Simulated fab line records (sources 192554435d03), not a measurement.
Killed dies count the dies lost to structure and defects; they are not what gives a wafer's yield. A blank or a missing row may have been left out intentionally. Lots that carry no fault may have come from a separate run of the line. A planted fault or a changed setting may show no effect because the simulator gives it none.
Problem report in the 8D (eight disciplines) form, filled by code ; flow n5_finfet ; the parts of the form that need people (team, actions taken, sign-off) are left out

1. THE ISSUE
Wafers without a fault read 2888.0 rpm, standard deviation 1.9; spin_speed_rpm at N5_BEOL_M12_COAT_22 reads a mean of 2779.2 rpm on 6 wafers belonging to 2 lots. Measured from the usual mean, that is -57 standard deviations.
The step: resist thk 300 nm.
First seen on wafer L507.1, day 13 11:20, on litho_track-02. The record holds 12 wafers of 4 lots with a number at this step. Rule for "out", or "out of limits": more than 4 standard deviations from the usual mean. The rest of the wafers with a number are treated as sound.

2. WHAT THIS IS AND IS NOT
question;is;is not
which readings at this step;spin_speed_rpm;chill_plate_temp_C
which lots;L507, L510;L503, L521
which wafers of those lots;all that have a number;-
read on which tools;litho_track-02;litho_track-03
when;from day 13 11:20;"up to then (3 sound wafers); but 3 sound wafers of L521 came after"

3. WHAT RULES OUT EACH SUSPECT
Counting: a tool stays on the suspect list if, at a process step up to the reading, it processed all lots that are out and no sound lot following the first of them.
- litho_track-02 at N5_BEOL_M12_COAT_22 (resist thk 300 nm): kept. All lots that are out passed through it, beginning with L507 at day 13 11:20, and no sound lot followed; its final sound lot before that point was L503 at day 12 01:10. Out on those wafers are its own readings of spin_speed_rpm.
Remaining after the count: litho_track-02 at N5_BEOL_M12_COAT_22.

4. THE CAUSE (what the simulator had put in)
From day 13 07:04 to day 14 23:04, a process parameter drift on litho_track-02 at N5_BEOL_M12_COAT_22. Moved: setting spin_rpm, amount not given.
Counting left only this tool.

5. SEQUENCE OF EFFECTS, ordered by route
One row per reading whose mean, taken over the struck wafers that have a number, lies over 3 standard deviations from the usual. Scope: only readings with a usual standard deviation given in the record; hours: median across lots of the time from each lot's start at the first step in this table that gives one to its start at this step; sigmas: change in usual standard deviations.
hours;step;reading;usual;on struck wafers;change;sigmas
0;N5_BEOL_M12_COAT_22;spin_speed_rpm;2888.0 rpm;2779.2;-108.8;-57
Its process steps:
- N5_BEOL_M12_COAT_22: resist thk 300 nm.

6. WHAT WOULD HAVE CAUGHT IT SOONER
4 hours passed between the start of the fault at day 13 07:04 and the first reading out of limits in this record, taken at day 13 11:20.
